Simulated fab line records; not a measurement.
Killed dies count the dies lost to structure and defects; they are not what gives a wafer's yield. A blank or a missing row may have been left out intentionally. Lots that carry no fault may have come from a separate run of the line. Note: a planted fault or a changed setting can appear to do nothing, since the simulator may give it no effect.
Chamber matching :: flow n5_finfet :: rie_diel-02 running N5_BEOL_M15_DESCUM_33: 4 sister chambers
The step chemistry O2, time 7.9 s. 4 wafers are shown with their chamber, then 10 later ones without.

WAFERS, EACH WITH ITS CHAMBER
wafer: L080.6
chamber: 2
showerhead_plenum_p_Torr (Torr): 2.01

wafer: L092.1
chamber: 0
showerhead_plenum_p_Torr (Torr): 2.11

wafer: L093.1
chamber: 3
showerhead_plenum_p_Torr (Torr): 2.09

wafer: L093.4
chamber: 1
showerhead_plenum_p_Torr (Torr): 2.20

WAFERS WHOSE CHAMBER IS MISSING
wafer: L093.6
showerhead_plenum_p_Torr (Torr): 2.00

wafer: L095.2
showerhead_plenum_p_Torr (Torr): 2.11

wafer: L095.5
showerhead_plenum_p_Torr (Torr): 2.20

wafer: L095.6
showerhead_plenum_p_Torr (Torr): 2.11

wafer: L094.1
showerhead_plenum_p_Torr (Torr): 2.00

wafer: L094.2
showerhead_plenum_p_Torr (Torr): 2.09

wafer: L094.5
showerhead_plenum_p_Torr (Torr): 2.00

wafer: L096.2
showerhead_plenum_p_Torr (Torr): 2.11

wafer: L096.4
showerhead_plenum_p_Torr (Torr): 2.00

wafer: L096.5
showerhead_plenum_p_Torr (Torr): 2.11

EACH ONE'S CHAMBER
wafer: L093.6
from the rows above: 2
in truth: 2

wafer: L095.2
from the rows above: 0
in truth: 0

wafer: L095.5
from the rows above: 1
in truth: 1

wafer: L095.6
from the rows above: 0
in truth: 0

wafer: L094.1
from the rows above: 2
in truth: 2

wafer: L094.2
from the rows above: 3
in truth: 3

wafer: L094.5
from the rows above: 2
in truth: 2

wafer: L096.2
from the rows above: 0
in truth: 0

wafer: L096.4
from the rows above: 2
in truth: 2

wafer: L096.5
from the rows above: 0
in truth: 0
10 of 10 placed correctly. Not placeable from these rows: 0. Wrongly placed: 0.
How it was worked out, from the rows above alone: a wafer's distance from a chamber is the root of the sum, over the readings, of the square of ((its reading less the chamber's mean) divided by the reading's scatter). If the next closest chamber is less than 2 further off than the closest, the wafer can't be placed; otherwise it belongs to the closest. A chamber's mean is the mean of its shown wafers. The scatter (one wafer shown for each chamber): square how far every hidden wafer sits from the nearest shown wafer, average those squares and take the square root.
